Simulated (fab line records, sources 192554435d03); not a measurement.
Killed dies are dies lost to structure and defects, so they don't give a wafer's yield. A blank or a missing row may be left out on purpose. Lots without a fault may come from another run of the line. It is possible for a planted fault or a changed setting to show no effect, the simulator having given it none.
Matching of chambers :: flow n5 finfet :: N5_BEOL_M0_SAQP_PECVD_00 on pecvd-01 has 3 sister chambers
The step deposits SiCN from 3MS/NH3, target thk 8 nm, time 14 s. 6 wafers are shown with their chamber, then 10 later ones without.

== EACH WAFER AND ITS CHAMBER ==
wafer: L081.4
chamber: 1
throttle valve pct (%): 10.1
showerhead plenum p Torr (Torr): 3.705

wafer: L084.1
chamber: 0
throttle valve pct (%): 8.6
showerhead plenum p Torr (Torr): 3.666

wafer: L084.4
chamber: 1
throttle valve pct (%): 10.0
showerhead plenum p Torr (Torr): 3.698

wafer: L084.6
chamber: 2
throttle valve pct (%): 8.5
showerhead plenum p Torr (Torr): 3.683

wafer: L086.1
chamber: 2
throttle valve pct (%): 8.4
showerhead plenum p Torr (Torr): 3.692

wafer: L086.5
chamber: 0
throttle valve pct (%): 8.5
showerhead plenum p Torr (Torr): 3.658

== WAFERS MISSING THEIR CHAMBER ==
wafer: L086.6
throttle valve pct (%): 8.4
showerhead plenum p Torr (Torr): 3.676

wafer: L088.1
throttle valve pct (%): 8.8
showerhead plenum p Torr (Torr): 3.669

wafer: L088.3
throttle valve pct (%): 10.0
showerhead plenum p Torr (Torr): 3.702

wafer: L088.6
throttle valve pct (%): 8.5
showerhead plenum p Torr (Torr): 3.678

wafer: L091.1
throttle valve pct (%): 8.5
showerhead plenum p Torr (Torr): 3.670

wafer: L091.2
throttle valve pct (%): 10.3
showerhead plenum p Torr (Torr): 3.704

wafer: L091.6
throttle valve pct (%): 8.6
showerhead plenum p Torr (Torr): 3.674

wafer: L092.1
throttle valve pct (%): 8.9
showerhead plenum p Torr (Torr): 3.680

wafer: L092.2
throttle valve pct (%): 10.0
showerhead plenum p Torr (Torr): 3.696

wafer: L092.6
throttle valve pct (%): 10.0
showerhead plenum p Torr (Torr): 3.703

== CHAMBER TAKEN BY EACH ==
wafer: L086.6
from the rows above: can't be placed: 2 or 0
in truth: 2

wafer: L088.1
from the rows above: 0
in truth: 0

wafer: L088.3
from the rows above: 1
in truth: 1

wafer: L088.6
from the rows above: can't be placed: 2 or 0
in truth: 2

wafer: L091.1
from the rows above: can't be placed: 0 or 2
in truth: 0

wafer: L091.2
from the rows above: 1
in truth: 1

wafer: L091.6
from the rows above: can't be placed: 0 or 2
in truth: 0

wafer: L092.1
from the rows above: can't be placed: 0 or 2
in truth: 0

wafer: L092.2
from the rows above: 1
in truth: 1

wafer: L092.6
from the rows above: 1
in truth: 1
5 of 10 placed correctly. Cannot be placed on the basis of these rows: 5; the candidates contain the true chamber in 5. Placed wrongly: 0.
How it was worked out, from the rows above alone: a wafer's distance from a chamber is the root of the sum, over the readings, of the square of ((its reading less the chamber's mean) divided by the reading's scatter). If the next closest chamber is less than 2 further off than the closest, the wafer can't be placed; otherwise it belongs to the closest. For every chamber, the mean is computed from those of its wafers that are shown. The scatter: take each reading less its chamber's mean, square it, sum over the shown wafers, divide by the number of wafers less the number of chambers, and take the root.
